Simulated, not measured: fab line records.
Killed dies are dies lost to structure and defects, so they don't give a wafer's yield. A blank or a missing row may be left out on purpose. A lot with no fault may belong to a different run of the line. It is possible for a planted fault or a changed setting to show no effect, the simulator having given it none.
The tool behind it: which one? ; flow nandHarc ; 14 lots, 42 wafers sampled, at 3 steps of a route of 1159

== WHAT THE GAUGES READ, wafer by wafer ==
NHARC_THIN_TSV_THK_MEAS_02: measures by ir.
lot;measured;on;thkNm (nm)
L689;day 19 00:09;filmMetro-01;2762 3302 2850
L691;day 19 14:07;filmMetro-01;3185 2917 2926
L693;day 19 15:18;filmMetro-02;2809 2857 2962
L695;day 20 04:17;filmMetro-02;2880 2648 2882
L696;day 20 05:29;filmMetro-02;3124 3082 3053
L694;day 20 06:41;filmMetro-01;2886 3039 3063
L697;day 21 01:56;filmMetro-02;2852 3175 2775
L699;day 21 03:07;filmMetro-01;2862 3070 3063
L700;day 21 10:15;filmMetro-02;3002 2886 2688
L702;day 21 18:40;filmMetro-01;2943 3051 2969
L705;day 22 15:36;filmMetro-01;2948 2918 2758
L706;day 23 03:55;filmMetro-02;3107 2849 3143
L711;day 23 20:10;filmMetro-01;2883 2957 3317
L710;day 23 21:22;filmMetro-02;3042 3352 3087

NHARC_THIN_TSV_CD_MEAS_16.
lot;measured;on;cdNm (nm)
L689;day 19 02:04;cdSem-03;1000.6 1001.2 999.4
L691;day 19 16:09;cdSem-01;1000.7 1000.8 998.3
L693;day 19 17:19;cdSem-02;1000.1 1001.6 1001.6
L695;day 20 06:11;cdSem-03;1002.1 1002.9 1000.7
L696;day 20 07:30;cdSem-02;1000.6 999.0 999.3
L694;day 20 09:20;cdSem-02;1002.2 1003.2 1002.3
L697;day 21 03:58;cdSem-03;999.7 1000.0 999.9
L699;day 21 05:23;cdSem-03;999.3 1000.7 1001.3
L700;day 21 12:16;cdSem-02;1000.6 1000.3 1000.5
L702;day 21 20:34;cdSem-01;1001.6 1000.6 1002.1
L705;day 22 17:37;cdSem-01;1001.3 1001.3 1000.6
L706;day 23 05:48;cdSem-02;1002.6 1000.8 999.2
L711;day 23 22:13;cdSem-02;1001.1 999.0 1001.3
L710;day 23 23:31;cdSem-03;1003.3 1001.5 1003.5

== WHAT TOOL EACH LOT RAN ON (gives the tool, then ch and the chambers of the sampled wafers, and finally the start) ==
lot;NHARC_THIN_TSV_ETCH_15
L689;rieSi-06 ch 2,3, day 19 01:55
L691;rieSi-06 ch 0,3, day 19 16:01
L693;rieSi-05 ch 1,2, day 19 17:10
L695;rieSi-06 ch 0,1,3, day 20 06:03
L696;rieSi-05 ch 1,2, day 20 07:21
L694;rieSi-05 ch 1,2, day 20 09:11
L697;rieSi-04 ch 1,2,3, day 21 03:50
L699;rieSi-05 ch 0,1,2, day 21 05:16
L700;rieSi-04 ch 1,2, day 21 12:07
L702;rieSi-06 ch 0,3, day 21 20:25
L705;rieSi-06 ch 2,3, day 22 17:28
L706;rieSi-04 ch 0,1, day 23 05:40
L711;rieSi-04 ch 1,3, day 23 22:04
L710;rieSi-06 ch 0,2, day 23 23:23
- NHARC_THIN_TSV_ETCH_15: target depth 3000 nm, bosch target overetch cycles 2, bosch etch step 2.8 s.

== AS READ BY THE TOOLS THEMSELVES (means over the sampled wafers that have a number; for cases with no such wafer, the mark the record gives instead) ==
NHARC_THIN_TSV_ETCH_15.
lot;tool;drypumpMotorCurrentA (A)
L689;rieSi-06;5.2
L691;rieSi-06;5.2
L693;rieSi-05;5.9
L695;rieSi-06;5.5
L696;rieSi-05;5.9
L694;rieSi-05;6.0
L697;rieSi-04;5.2
L699;rieSi-05;5.8
L700;rieSi-04;5.1
L702;rieSi-06;5.1
L705;rieSi-06;5.5
L706;rieSi-04;5.2
L711;rieSi-04;4.9
L710;rieSi-06;5.7

== THE ANSWER, worked out from the rows above alone ==
Rule: the usual values come from the lots themselves. The widest of any qualifying gaps counts: lots, ordered by their means at a reading, are off when they make up no more than a third of the lots, leave a main group of 4 or more, and stand apart from it by 3 or more times the standard deviation of that group's means. A main group is skipped when, at the precision printed for the reading in the tables above, its means are all equal. Also off: a lot with no number at a reading for which 4 or more lots have one. Where the step has rows for the other lots, those lots are counted as sound. First the gauges in route order, then the tools' own readings, where a lot's mean is used as printed above. At the first step where some lot is off, the reading lying furthest off is the one used; lots without a number count as furthest.
No lot is off on any of the readings shown, so nothing can be concluded from this.

== WHAT THE SIMULATOR HAD INSERTED ==
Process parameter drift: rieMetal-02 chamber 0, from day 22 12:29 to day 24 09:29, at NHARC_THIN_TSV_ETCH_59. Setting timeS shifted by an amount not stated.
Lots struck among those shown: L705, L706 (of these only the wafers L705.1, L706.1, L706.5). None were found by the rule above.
